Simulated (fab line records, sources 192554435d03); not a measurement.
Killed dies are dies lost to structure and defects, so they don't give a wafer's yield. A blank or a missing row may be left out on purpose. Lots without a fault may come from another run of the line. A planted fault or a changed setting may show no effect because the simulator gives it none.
A struck lot beside a sound one | flow n5_finfet | 16 steps out of a route of 1938
Sound: wafers L333.1, L333.3, L333.6. Struck: wafer L340.5. (L340.4 of the same lot was not struck and is left out.) The cause comes at the end.
At each step with rows: each side's tool, then ch and its chambers, then its first start. Under that, the readings that differ: sound wafers | struck wafers | difference of the means | sigmas: that difference in standard deviations of wafers without a fault.
alike: readings whose means differ by less than 2 such deviations, and words and numbers that are the same on both sides. not compared: withheld readings, readings that some wafer has no value for, bounds like >300 that may hide the same value, and numbers for which the record gives no deviation and whose values overlap.
The two part at a step that has a row with sigmas, a row that says differs or no value, or rows on one side only. Numbers that don't overlap but have no deviation are shown without sigmas and don't part them. A reading that every wafer of one side lacks parts them only if that side has two wafers or more.

first, 9 steps without rows for these wafers: N5_BEOL_M8_COAT_63 (time 60 s, resist thk 60 nm); N5_BEOL_M8_COAT_64 (time 60 s, resist thk 12 nm); N5_BEOL_M8_COAT_71 (time 60 s, resist thk 5 nm); N5_BEOL_M8_COAT_22 (resist thk 30 nm); N5_BEOL_M8_EBR_24; N5_BEOL_M8_SOFTBAKE_23 (time 60 s); N5_BEOL_M8_EXPOSE_25 (exposes mask V7, target cd 40 nm); N5_BEOL_M8_PEB_26 (peb time 60 s); N5_BEOL_M8_DEVELOP_27 (develop time 30 s).
N5_BEOL_M8_CD_MEAS_28: target cd 40 nm.
  sound on cd_sem-03 ch 0, day 9 14:44; struck on cd_sem-02 ch 0, day 12 08:17
  alike: cd_nm
N5_BEOL_M8_OVL_MEAS_29:
  sound on overlay-01 ch 0, day 9 14:46; struck on overlay-01 ch 0, day 12 08:20
  alike: V7_OVL
N5_BEOL_M8_INSPECT_30: inspects for defects (brightfield).
  sound on defect_inspect-01, day 9 14:49; struck on defect_inspect-02, day 12 08:23
  alike: raw_defect_count
N5_BEOL_M8_DESCUM_33: chemistry O2, time 7 s.
  sound on rie_diel-01 ch 0,2,3, day 9 14:52; struck on rie_diel-01 ch 1, day 12 08:25
  reading                                      | sound             | struck | difference | sigmas
  temp_c (C)                                   | 39.92 39.85 40.01 | 40.15  | +0.22      | +2
  throttle_valve_pct (%)                       | 20.21 20.25 20.07 | 20.62  | +0.44      | +2
  model.CAR-EUV_of_BEOL_M8_COAT_22.thk_nm (nm) | 26 26 26          | 27.2   | +1.2       |
  alike: drypump_motor_current_A, oes_product_au, rf_vpp_V, showerhead_plenum_p_Torr
  not compared: rf_hours_counter_h
N5_BEOL_M8_ETCH_72: etches underlayer in N2/H2, target depth 6.5 nm, time 5.2 s.
  sound on rie_diel-01 ch 0,2,3, day 9 14:53; struck on rie_diel-01 ch 1, day 12 08:26
  alike: drypump_motor_current_A, etch_rf_on_time_s, oes_product_au, rf_vpp_V, showerhead_plenum_p_Torr, throttle_valve_pct
  not compared: rf_hours_counter_h
N5_BEOL_M8_ETCH_65: etches SiARC in CF4, target depth 15.6 nm, time 26 s.
  sound on rie_diel-01 ch 0,2,3, day 9 14:55; struck on rie_diel-01 ch 1, day 12 08:28
  reading                                      | sound             | struck | difference | sigmas
  throttle_valve_pct (%)                       | 15.34 15.40 15.19 | 15.66  | +0.35      | +2
  model.CAR-EUV_of_BEOL_M8_COAT_22.thk_nm (nm) | 11 11.2 11.2      | 12.2   | +1.1       |
  alike: drypump_motor_current_A, etch_rf_on_time_s, oes_product_au, rf_vpp_V, showerhead_plenum_p_Torr
  not compared: rf_hours_counter_h
N5_BEOL_M8_ETCH_66: etches SOC in N2/H2, target depth 80 nm, overetch 16 nm, time 120 s.
  sound on rie_diel-01 ch 0,2,3, day 9 14:56; struck on rie_diel-01 ch 1, day 12 08:29
  alike: drypump_motor_current_A, oes_product_au, rf_vpp_V, showerhead_plenum_p_Torr, temp_c, throttle_valve_pct
  not compared: rf_hours_counter_h

WHERE THEY PART
First at N5_BEOL_M8_DESCUM_33; last, within this record, at N5_BEOL_M8_ETCH_65. Later steps at which nothing parts them and some readings are alike: N5_BEOL_M8_ETCH_66.

WHY: what the simulator had put in
Process parameter drift: rie_diel-01, from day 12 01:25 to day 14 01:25, at N5_BEOL_M8_DESCUM_33. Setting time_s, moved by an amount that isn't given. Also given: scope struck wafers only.
